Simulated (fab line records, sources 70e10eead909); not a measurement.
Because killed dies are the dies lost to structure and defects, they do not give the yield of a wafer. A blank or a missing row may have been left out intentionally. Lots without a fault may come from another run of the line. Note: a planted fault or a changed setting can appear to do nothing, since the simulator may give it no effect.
fab line records + flow nand_harc
record
- lots=5
- wafers=15
- last_day=33
route steps=1302 shown P_GATE@185 END@1302
lots with no fault: from the same line, run without faults
start_h: hours from the record's opening day to when the first of the lot's shown wafers began + wait_h: time in hours since the lot's previous step + " the same as in the row above + L1.1+2: several wafers, shown together as one row + - value missing, or start not given + * or withheld: withheld + < > ~ a bound
route shown NAME@n: names a module that has steps shown in the file, with the first one's number in the route + usual: average and standard deviation across the fault-free wafers + same: alike in all rows + chamber/n: place in a boat + sites: the reading at each site + _std_site: the standard deviation of these + _edge_site: mean of outer sites minus mean of inner sites + radius_mm: how far each site lies from the wafer's centre + mask NAME#n: copy n + behind: the most recent tool/chamber to have shaped the wafer + hold: the reason the lot was held/the length of the hold in hours/how it ended + device: which transistor (n, p or np) failed to switch + end of line: the route-end tests of the same wafers + a step with no rows: only its recipe + killed: dies lost to structure and defects at the first sort, not the wafer's yield + map: the dies of a wafer, with x for killed, . for not killed, _ for no die there
set.NAME: setting as actually run; set.NAME@STEP: the setting as run at that earlier step + model.NAME: the simulator's own value behind a step, which no gauge read
lots at some steps of the route; a table a step, a row a wafer
services: the hour from which a tool's chamber was out of use, counted from the record's first day as start_h (under 0 if before that day), plus the number of hours and why
## steps
# step NHARC_P_GATE_CD_MEAS_59
# recipe
- target_cd_nm=720
- landing_energy_ev=500
# usual
- cd_nm=720.7/1.5
| lot.wafer | tool      | chamber | start_h | wait_h | cd_nm |
|-----------|-----------|---------|---------|--------|-------|
| L169.2    | cd_sem-01 | 0       | 140.59  | -      | 721.3 |
| L169.4    | "         | 0       | "       | "      | 720.8 |
| L169.6    | "         | 0       | "       | "      | 720.8 |
| L173.2    | cd_sem-03 | 0       | 167.87  | -      | 722.7 |
| L173.3    | "         | 0       | "       | "      | 722.6 |
| L173.6    | "         | 0       | "       | "      | 720.9 |
| L185.1    | cd_sem-01 | 0       | 289.03  | -      | 721.4 |
| L185.2    | "         | 0       | "       | "      | 722.5 |
| L185.4    | "         | 0       | "       | "      | 722.1 |
| L189.1    | cd_sem-01 | 0       | 333.24  | -      | 719.6 |
| L189.4    | "         | 0       | "       | "      | 720.4 |
| L189.6    | "         | 0       | "       | "      | 717.9 |
| L190.1    | cd_sem-02 | 0       | 337.07  | -      | 722.6 |
| L190.4    | "         | 0       | "       | "      | 721.3 |
| L190.6    | "         | 0       | "       | "      | 721.9 |
# step NHARC_P_GATE_HARDBAKE_60
# recipe
- temp_c=125
- time_s=80
# step NHARC_P_GATE_DESCUM_61
# recipe
- time_s=3
- o2_flow_sccm=200
- ar_flow_sccm=0
- bias_power_w=0
- chemistry=O2
# usual
- drypump_motor_current_A=5.9/0.56
- oes_product_au=1.000/0.0066
- rf_vpp_V=57.7/0.83
- showerhead_plenum_p_Torr=1.90/0.074
- throttle_valve_pct=11.311/0.0082
# same
- bias_power_w=0
| lot.wafer | tool        | chamber | start_h | wait_h | drypump_motor_current_A | oes_product_au | rf_hours_counter_h | rf_vpp_V | showerhead_plenum_p_Torr | throttle_valve_pct |
|-----------|-------------|---------|---------|--------|-------------------------|----------------|--------------------|----------|--------------------------|--------------------|
| L169.4    | rie_diel-06 | 0       | 140.77  | -      | 5.8                     | 0.994          | 1.0                | 58.8     | 2.00                     | 11.296             |
| L169.2    | "           | 1       | "       | "      | 5.9                     | 1.001          | 0.5                | 57.4     | 1.96                     | 11.304             |
| L169.6    | "           | 3       | "       | "      | 6.5                     | 1.011          | -                  | 57.2     | 1.81                     | 11.322             |
| L173.2    | rie_diel-06 | 0       | 168.04  | -      | 5.8                     | 0.999          | 1.6                | 58.5     | 2.00                     | 11.318             |
| L173.3    | "           | 1       | "       | "      | 5.9                     | 1.002          | 1.4                | 57.1     | 1.96                     | 11.305             |
| L173.6    | "           | 3       | "       | "      | 6.5                     | 0.997          | -                  | 58.7     | 1.81                     | 11.307             |
| L185.4    | rie_diel-05 | 3       | 289.19  | -      | 6.6                     | 0.994          | 2.0                | 58.2     | 1.87                     | 11.315             |
| L185.1    | "           | 1       | "       | "      | 5.7                     | 1.001          | 1.5                | 56.1     | 1.85                     | 11.318             |
| L185.2    | "           | 2       | "       | "      | 5.5                     | 1.002          | 2.1                | 57.0     | 1.97                     | 11.303             |
| L189.4    | rie_diel-02 | 1       | 333.40  | -      | 5.5                     | 1.000          | 5.2                | 57.0     | 1.85                     | 11.313             |
| L189.1    | "           | 3       | "       | "      | 5.8                     | 0.985          | 5.9                | 58.0     | 2.01                     | 11.317             |
| L189.6    | "           | 1       | "       | "      | 5.5                     | 0.998          | -                  | 56.8     | 1.85                     | 11.316             |
| L190.1    | rie_diel-05 | 1       | 337.23  | -      | 5.7                     | 1.007          | 3.5                | 57.0     | 1.85                     | 11.317             |
| L190.4    | "           | 2       | "       | "      | 5.6                     | 1.009          | 4.2                | 57.8     | 1.97                     | 11.299             |
| L190.6    | "           | 1       | "       | "      | 5.7                     | 0.990          | -                  | 56.9     | 1.85                     | 11.307             |
# step NHARC_P_GATE_IMPLANT_62
# recipe
- energy_kev=20
- dose_cm2=3e+15
- tilt_deg=7
# step NHARC_P_GATE_STRIP_112
# recipe
- power_w=1500
- temp_c=110
- time_s=200
- chemistry=N2/H2
# usual
- drypump_motor_current_A=5.6/0.38
- heater_power_w=85.8/3
| lot.wafer | tool            | chamber | start_h | wait_h | drypump_motor_current_A | heater_power_w | rf_hours_counter_h |
|-----------|-----------------|---------|---------|--------|-------------------------|----------------|--------------------|
| L169.2    | plasma_asher-01 | 0       | 141.12  | 0.2    | 6.1                     | 87.1           | 16                 |
| L169.4    | "               | 0       | "       | "      | 6.1                     | 88.5           | -                  |
| L169.6    | "               | 0       | "       | "      | 6.1                     | 89.6           | -                  |
| L173.2    | plasma_asher-01 | 1       | 168.40  | 0.2    | 5.4                     | 83.1           | 23                 |
| L173.3    | "               | 1       | "       | "      | 5.4                     | 83.7           | -                  |
| L173.6    | "               | 0       | "       | "      | 6.2                     | 87.0           | -                  |
| L185.2    | plasma_asher-02 | 0       | 289.56  | 0.2    | 5.5                     | 90.4           | 6                  |
| L185.1    | "               | 1       | "       | "      | 5.1                     | 84.4           | 6                  |
| L185.4    | "               | 1       | "       | "      | 5.1                     | 84.8           | -                  |
| L189.1    | plasma_asher-01 | 0       | 333.81  | 0.2    | 6.1                     | 92.0           | 19                 |
| L189.4    | "               | 1       | "       | "      | 5.5                     | 81.8           | -                  |
| L189.6    | "               | 0       | "       | "      | 6.1                     | 88.2           | -                  |
| L190.1    | plasma_asher-01 | 0       | 337.60  | 0.2    | 6.1                     | 93.0           | 20                 |
| L190.4    | "               | 1       | "       | "      | 5.4                     | 84.6           | -                  |
| L190.6    | "               | 1       | "       | "      | 5.4                     | 83.6           | -                  |
# step NHARC_P_GATE_STRIP_76
# recipe
- power_w=1500
- temp_c=250
- chemistry=O2
# usual
- drypump_motor_current_A=5.6/0.38
- heater_power_w=321/11
| lot.wafer | tool            | chamber | start_h | wait_h | drypump_motor_current_A | heater_power_w | rf_hours_counter_h |
|-----------|-----------------|---------|---------|--------|-------------------------|----------------|--------------------|
| L169.2    | plasma_asher-01 | 0       | 141.38  | 0.2    | 6.1                     | 331            | 16                 |
| L169.4    | "               | 0       | "       | "      | 6.1                     | 327            | -                  |
| L169.6    | "               | 0       | "       | "      | 6.1                     | 333            | -                  |
| L173.2    | plasma_asher-01 | 1       | 168.66  | 0.2    | 5.4                     | 318            | 23                 |
| L173.3    | "               | 1       | "       | "      | 5.4                     | 317            | -                  |
| L173.6    | "               | 0       | "       | "      | 6.2                     | 333            | -                  |
| L185.2    | plasma_asher-02 | 0       | 289.82  | 0.2    | 5.4                     | 328            | 6                  |
| L185.1    | "               | 1       | "       | "      | 5.1                     | 308            | 6                  |
| L185.4    | "               | 1       | "       | "      | 5.1                     | 302            | -                  |
| L189.1    | plasma_asher-01 | 0       | 334.04  | 0.2    | 6.1                     | 332            | 19                 |
| L189.4    | "               | 1       | "       | "      | 5.4                     | 311            | -                  |
| L189.6    | "               | 0       | "       | "      | 6.1                     | 328            | -                  |
| L190.1    | plasma_asher-01 | 0       | 337.86  | 0.2    | 6.1                     | 331            | 21                 |
| L190.4    | "               | 1       | "       | "      | 5.4                     | 300            | -                  |
| L190.6    | "               | 1       | "       | "      | 5.4                     | 316            | -                  |
# step NHARC_P_GATE_STRIP_63
# recipe
- time_s=900
- temp_c=130
- chemistry=SPM
# step NHARC_P_GATE_DEHYDRATE_83
# recipe
- temp_c=150
- time_s=120
# step NHARC_P_GATE_HMDS_84
# recipe
- time_s=30
# step NHARC_P_GATE_COAT_85
# recipe
- spin_rpm=3000
# step NHARC_P_GATE_SOFTBAKE_86
# recipe
- temp_c=122
- time_s=95
# step NHARC_P_GATE_EBR_87
# step NHARC_P_GATE_EXPOSE_88
# recipe
- na=0.6
- target_cd_nm=2000
- dose_mj=11.87
- mask_id=P_HVN
| lot.wafer  | tool           | chamber | start_h | wait_h | mask    |
|------------|----------------|---------|---------|--------|---------|
| L169.2+4+6 | krf_scanner-04 | 0       | 142.14  | -      | P_HVN#0 |
| L173.2+3+6 | krf_scanner-04 | 0       | 169.42  | -      | P_PSD#0 |
| L185.1+2+4 | krf_scanner-01 | 0       | 290.59  | -      | P_HVN#0 |
| L189.1+4+6 | krf_scanner-03 | 0       | 334.66  | -      | P_HVN#0 |
| L190.1+4+6 | krf_scanner-04 | 0       | 338.64  | -      | P_HVN#0 |
# step NHARC_P_GATE_PEB_89
# recipe
- peb_temp_c=118
- peb_time_s=85
# step NHARC_P_GATE_DEVELOP_90
# recipe
- time_s=70
# step NHARC_P_GATE_CD_MEAS_91
# recipe
- target_cd_nm=2000
- landing_energy_ev=500
# usual
- cd_nm=1999.6/1.4
| lot.wafer | tool      | chamber | start_h | wait_h | cd_nm  |
|-----------|-----------|---------|---------|--------|--------|
| L169.2    | cd_sem-03 | 0       | 142.30  | -      | 1998.2 |
| L169.4    | "         | 0       | "       | "      | 1998.8 |
| L169.6    | "         | 0       | "       | "      | 2000.5 |
| L173.2    | cd_sem-03 | 0       | 169.58  | -      | -      |
| L173.3    | "         | 0       | "       | "      | -      |
| L173.6    | "         | 0       | "       | "      | -      |
| L185.1    | cd_sem-03 | 0       | 290.75  | -      | 1998.1 |
| L185.2    | "         | 0       | "       | "      | 1998.2 |
| L185.4    | "         | 0       | "       | "      | 1998.0 |
| L189.1    | cd_sem-01 | 0       | 334.82  | -      | 1998.3 |
| L189.4    | "         | 0       | "       | "      | 1999.1 |
| L189.6    | "         | 0       | "       | "      | 2000.1 |
| L190.1    | cd_sem-03 | 0       | 338.79  | -      | 2001.1 |
| L190.4    | "         | 0       | "       | "      | 1999.7 |
| L190.6    | "         | 0       | "       | "      | 2000.5 |
# step NHARC_P_GATE_HARDBAKE_92
# recipe
- temp_c=125
- time_s=80
# step NHARC_END_SORT_01
# recipe
- temp_c=25
# usual
- killed_at_array=51/17
- killed_at_other=1.6/2.1
- killed_at_periphery=4/3.2
- killed_dies=57/18
- killed_open=2.9/1.7
- killed_short=2.3/1.3
# same
- gross_dies=677
| lot.wafer | tool      | chamber | start_h | wait_h | killed_at_array | killed_at_other | killed_at_periphery | killed_dies | killed_open | killed_short |
|-----------|-----------|---------|---------|--------|-----------------|-----------------|---------------------|-------------|-------------|--------------|
| L173.2    | prober-02 | 0       | 628.00  | 2.8    | 25              | 2               | 650                 | 677         | 6           | 3            |
| L173.3    | prober-02 | 0       | 628.81  | 3.1    | 25              | 1               | 651                 | 677         | 5           | 1            |
| L173.6    | prober-02 | 0       | 631.23  | 4.0    | 27              | 2               | 648                 | 677         | 5           | 3            |
# killed by level:class
L173.2 P_GATE:area_expose=646 A_CHANNEL_HOLE_D2:chamber_film_flake=6 A_STAIRCASE:chamber_film_flake=6 A_WL_FILL:chamber_film_flake=3 A_M0:geometric_particle:open=2 THIN_TSV:chamber_film_flake=2 P_CONTACT:geometric_particle:open=1 P_M0:geometric_particle:open=1
L173.3 P_GATE:area_expose=646 A_CHANNEL_HOLE_D2:chamber_film_flake=7 A_WL_FILL:chamber_film_flake=7 A_STAIRCASE:chamber_film_flake=5 P_CONTACT:geometric_particle:open=2 A_M0:geometric_particle:open=2 A_CHANNEL_HOLE_D1:chamber_film_flake=2 P_GATE:geometric_particle:open=1
L173.6 P_GATE:area_expose=644 A_CHANNEL_HOLE_D2:chamber_film_flake=12 A_CHANNEL_HOLE_D1:chamber_film_flake=3 A_STAIRCASE:chamber_film_flake=3 P_CONTACT:geometric_particle:open=2 A_WL_FILL:geometric_particle:short=2 P_ZERO_WELL:chamber_film_flake=2 A_CONTACT:chamber_film_flake=2
# map L173.2 (x killed, . not)
____________x____________
_________xxxxxxx_________
_______xxxxxxxxxxx_______
______xxxxxxxxxxxxx______
_____xxxxxxxxxxxxxxx_____
____xxxxxxxxxxxxxxxxx____
____xxxxxxxxxxxxxxxxx____
___xxxxxxxxxxxxxxxxxxx___
___xxxxxxxxxxxxxxxxxxx___
__xxxxxxxxxxxxxxxxxxxxx__
__xxxxxxxxxxxxxxxxxxxxx__
_xxxxxxxxxxxxxxxxxxxxxxx_
_xxxxxxxxxxxxxxxxxxxxxxx_
_xxxxxxxxxxxxxxxxxxxxxxx_
_xxxxxxxxxxxxxxxxxxxxxxx_
_xxxxxxxxxxxxxxxxxxxxxxx_
xxxxxxxxxxxxxxxxxxxxxxxxx
xxxxxxxxxxxxxxxxxxxxxxxxx
xxxxxxxxxxxxxxxxxxxxxxxxx
xxxxxxxxxxxxxxxxxxxxxxxxx
xxxxxxxxxxxxxxxxxxxxxxxxx
_xxxxxxxxxxxxxxxxxxxxxxx_
_xxxxxxxxxxxxxxxxxxxxxxx_
_xxxxxxxxxxxxxxxxxxxxxxx_
_xxxxxxxxxxxxxxxxxxxxxxx_
_xxxxxxxxxxxxxxxxxxxxxxx_
__xxxxxxxxxxxxxxxxxxxxx__
__xxxxxxxxxxxxxxxxxxxxx__
___xxxxxxxxxxxxxxxxxxx___
___xxxxxxxxxxxxxxxxxxx___
____xxxxxxxxxxxxxxxxx____
____xxxxxxxxxxxxxxxxx____
_____xxxxxxxxxxxxxxx_____
______xxxxxxxxxxxxx______
_______xxxxxxxxxxx_______
_________xxxxxxx_________
____________x____________
# map L169.6 (x killed, . not)
____________.____________
_________......._________
_______..........._______
______.............______
_____..............._____
____.................____
____.................____
___............x......___
___...................___
__.....................__
__..x..................__
_......................._
_......................x_
_......................._
_......x................_
_......................._
......................x.x
.....x.................xx
......................x..
.....................x..x
....................x..x.
_....................xx._
_......................x_
_..............x........_
_......................._
_......................._
__.....................__
__...............xx....__
___............x.x....___
___..........x.xxxxxx.___
____............xxxx.____
____..........xxxxxx.____
_____.......x..xxxxx_____
______........xxxxx______
_______.......xx.x_______
_________......x_________
____________.____________
## services
| tool            | chamber | start_h | hours | kind   |
|-----------------|---------|---------|-------|--------|
| krf_scanner-04  | -       | 122.53  | 0.4   | repair |
| rie_diel-05     | 0       | 126.32  | 10.2  | repair |
| krf_scanner-03  | -       | 129.69  | 1.5   | repair |
| rie_diel-06     | -       | 130.20  | 9.0   | pm     |
| rie_diel-05     | 2       | 130.34  | 3.2   | repair |
| rie_diel-02     | -       | 131.72  | 13.7  | repair |
| rie_diel-06     | -       | 152.23  | 0.2   | repair |
| krf_scanner-04  | -       | 156.11  | 4.0   | repair |
| rie_diel-06     | -       | 156.92  | 0.3   | repair |
| rie_diel-05     | -       | 157.73  | 2.2   | repair |
| krf_scanner-03  | -       | 157.81  | 0.4   | repair |
| rie_diel-06     | 2       | 177.31  | 5.3   | repair |
| krf_scanner-04  | -       | 182.48  | 4.0   | pm     |
| rie_diel-05     | 2       | 185.56  | 11.5  | repair |
| rie_diel-02     | -       | 216.81  | 9.0   | pm     |
| krf_scanner-03  | -       | 224.00  | 4.0   | pm     |
| rie_diel-05     | 1       | 225.26  | 9.2   | repair |
| rie_diel-05     | -       | 229.60  | 9.0   | pm     |
| plasma_asher-01 | -       | 231.80  | 9.0   | pm     |
| krf_scanner-04  | -       | 239.18  | 1.4   | repair |
| plasma_asher-02 | -       | 245.88  | 2.2   | repair |
| rie_diel-06     | 2       | 248.72  | 3.0   | repair |
| plasma_asher-02 | -       | 249.00  | 9.0   | pm     |
| rie_diel-06     | -       | 307.20  | 9.0   | pm     |
## key
first_sign
- step=NHARC_P_GATE_EXPOSE_88
- reading=mask
- direction=changed
effect
- step=NHARC_P_GATE_CD_MEAS_91
- reading=cd_nm
- direction=missing
effect
- step=NHARC_END_SORT_01
- reading=killed_at_periphery
- direction=up
- sigmas=99+
- usual=4
- struck=650
more_kills_born_at
- NHARC_P_GATE_EXPOSE_88@krf_scanner-04=1936
met_at NHARC_P_GATE_EXPOSE_88
struck_wafers L173.2,L173.3,L173.6
later_rows_left_out L173.2,L173.3,L173.6
tester_left_out L173
onset_between 142.14 169.42
fault
- kind=wrong_mask
- tool=any
- chamber=-
- onset_h=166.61
- steps=NHARC_P_GATE_EXPOSE_88
- aux_copy=P_PSD#0
- scope=struck_lots_only
# tester_left_out: of these lots the tester's yield and bins aren't shown, on N5 and GAA mostly nor the transistor test; their killed dies are dies lost to structure and defects alone, not to doping, threshold or leakage, so they don't give the yield
# later_rows_left_out: the simulator's readings of these wafers behind a module that went badly wrong aren't trusted and aren't shown, but for the sort
